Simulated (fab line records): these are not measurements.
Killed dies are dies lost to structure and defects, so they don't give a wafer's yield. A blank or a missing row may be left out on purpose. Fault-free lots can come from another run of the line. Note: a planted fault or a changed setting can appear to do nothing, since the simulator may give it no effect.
One fault through the eyes of 2 desks    flow nand harc    every desk sees just its own numbers, and what lay behind them comes last

== THE METROLOGY DESK ==
What the gauges read for every lot (on any tool): the sampled wafers with a number, averaged. Marked OUT: a lot whose mean sits more than 4 standard deviations from the usual mean, which makes it out of limits; the brackets give that distance.
Columns: A = thk nm at NHARC_P_M0_THK_MEAS_24, usual 117.1 nm
lot   first seen here  A
L231  day 6 09:11      116.9
L233  day 7 00:38      117.5
L234  day 7 06:40      115.6
L236  day 7 11:34      116.9
L235  day 7 12:22      118.6
L240  day 9 00:44      117.5
L241  day 9 10:08      115.7
L243  day 10 00:17     117.4
L248  day 10 12:25     117.0
L247  day 10 21:36     115.4
L251  day 11 07:28     117.0
L252  day 11 12:28     118.0
Finding of this desk: none of the 12 lots has anything out of limits.

== THE DEFECT DESK ==
Per lot, the means of the sampled wafers with a number show what the inspections along the route counted. Marked OUT: a lot whose mean sits more than 4 standard deviations from the usual mean, which makes it out of limits; the brackets give that distance.
Columns: A = raw defect count at NHARC_P_M0_INSPECT_11, usual 3.8
lot   first seen here  A
L231  day 6 06:34      3.3
L233  day 6 22:12      1.7
L234  day 7 04:14      4.7
L236  day 7 09:07      4.0
L235  day 7 09:56      7.0
L240  day 8 22:18      3.0
L241  day 9 07:34      5.3
L243  day 9 21:51      4.3
L248  day 10 09:58     3.7
L247  day 10 18:44     3.7
L251  day 11 05:05     3.3
L252  day 11 10:06     4.7
Finding of this desk: none of the 12 lots has anything out of limits.

== PUT TOGETHER ==
Nothing out of limits was seen by the metrology desk.
Nothing the defect desk looked at was out of limits.

== WHAT THE SIMULATOR HAD INSERTED ==
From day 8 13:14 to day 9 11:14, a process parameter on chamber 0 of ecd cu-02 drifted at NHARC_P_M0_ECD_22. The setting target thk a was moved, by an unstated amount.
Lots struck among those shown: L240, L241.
